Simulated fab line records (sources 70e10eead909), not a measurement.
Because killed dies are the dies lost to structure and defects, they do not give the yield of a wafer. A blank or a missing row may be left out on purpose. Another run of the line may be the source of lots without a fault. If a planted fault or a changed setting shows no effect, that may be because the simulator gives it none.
What tool caused it?	flow nand_harc	30 wafers from 10 lots sampled at 4 of the route's 1302 steps

WHAT EACH GAUGE READ, for each wafer
NHARC_A_CHANNEL_HOLE_D1_CD_MEAS_30.
lot	measured	on	cd_nm (nm)
L614	day 8 16:12	cd_sem-01	93.2 90.8 88.5
L615	day 9 05:20	cd_sem-03	89.5 92.8 87.1
L617	day 10 03:59	cd_sem-03	91.4 91.9 93.0
L618	day 10 06:22	cd_sem-02	92.9 90.2 93.0
L622	day 12 05:22	cd_sem-01	91.4 90.0 92.8
L623	day 13 00:38	cd_sem-01	89.2 90.7 89.0
L627	day 14 15:47	cd_sem-02	0.5 -0.3 0.5
L629	day 15 05:01	cd_sem-02	-1.0 0.7 1.7
L636	day 17 23:53	cd_sem-01	90.7 90.9 90.6
L637	day 18 10:06	cd_sem-02	89.9 89.2 90.0

EACH LOT AND THE TOOL THAT RAN IT (in order: tool; ch and the chambers of the sampled wafers; start)
lot	NHARC_A_CHANNEL_HOLE_D1_ETCH_22	NHARC_A_CHANNEL_HOLE_D1_ETCH_23	NHARC_A_CHANNEL_HOLE_D1_ETCH_33
L614	har_etch-01 ch 0,1, day 8 11:34	har_etch-01 ch 0,1, day 8 12:10	har_etch-01 ch 0,1, day 8 14:33
L615	har_etch-01 ch 0,1, day 9 00:41	har_etch-01 ch 0,1, day 9 01:14	har_etch-01 ch 0,1, day 9 03:48
L617	har_etch-01 ch 0,1, day 9 23:25	har_etch-01 ch 0,1, day 10 00:01	har_etch-01 ch 0,1, day 10 02:28
L618	har_etch-02 ch 0,1, day 10 01:19	har_etch-02 ch 0,1, day 10 01:55	har_etch-02 ch 0,1, day 10 04:22
L622	har_etch-02 ch 0,1, day 12 00:52	har_etch-02 ch 0,1, day 12 01:28	har_etch-02 ch 0,1, day 12 03:52
L623	har_etch-02 ch 0,1, day 12 20:12	har_etch-02 ch 0,1, day 12 20:49	har_etch-02 ch 0,1, day 12 23:09
L627	har_etch-01 ch 0,1, day 14 11:12	har_etch-01 ch 0,1, day 14 11:47	har_etch-01 ch 0,1, day 14 14:16
L629	har_etch-02 ch 0,1, day 15 00:20	har_etch-02 ch 0,1, day 15 00:55	har_etch-02 ch 0,1, day 15 03:28
L636	har_etch-01 ch 0,1, day 17 19:19	har_etch-01 ch 0,1, day 17 19:53	har_etch-01 ch 0,1, day 17 22:21
L637	har_etch-02 ch 0,1, day 18 05:25	har_etch-02 ch 0,1, day 18 05:59	har_etch-02 ch 0,1, day 18 08:33
- NHARC_A_CHANNEL_HOLE_D1_ETCH_22: etches the open film in C4F8/O2/Ar, time 666.7 s, target depth 1600 nm.
- NHARC_A_CHANNEL_HOLE_D1_ETCH_23: etches the open film in C4F8/O2/Ar, time 819 s, target depth 1600 nm.
- NHARC_A_CHANNEL_HOLE_D1_ETCH_33: etches the open film in C4F8/O2/Ar, time 90 s, target depth 400 nm.

THE ANSWER, worked out from the rows above alone
Rule: what is usual is taken from the lots themselves. The widest of any qualifying gaps counts: lots, ordered by their means at a reading, are off when they make up no more than a third of the lots, leave a main group of 4 or more, and stand apart from it by 3 or more times the standard deviation of that group's means. A main group whose means are all the same, to the digits that the tables above print for the reading, isn't used. Also off: a lot with no number at a reading for which 4 or more lots have one. Any other lot the step has rows for is counted as sound.
Off: L627, L629 (NHARC_A_CHANNEL_HOLE_D1_CD_MEAS_30, cd_nm). Main group: mean 90.8 nm, sd 0.95.
A tool fits if, at a process step before that reading, it ran every lot that is off, and no sound lot after the first of them. Those tools and the gauges at NHARC_A_CHANNEL_HOLE_D1_CD_MEAS_30 are tried in the same way. None of those tried fits.

WHAT THE SIMULATOR PUT IN
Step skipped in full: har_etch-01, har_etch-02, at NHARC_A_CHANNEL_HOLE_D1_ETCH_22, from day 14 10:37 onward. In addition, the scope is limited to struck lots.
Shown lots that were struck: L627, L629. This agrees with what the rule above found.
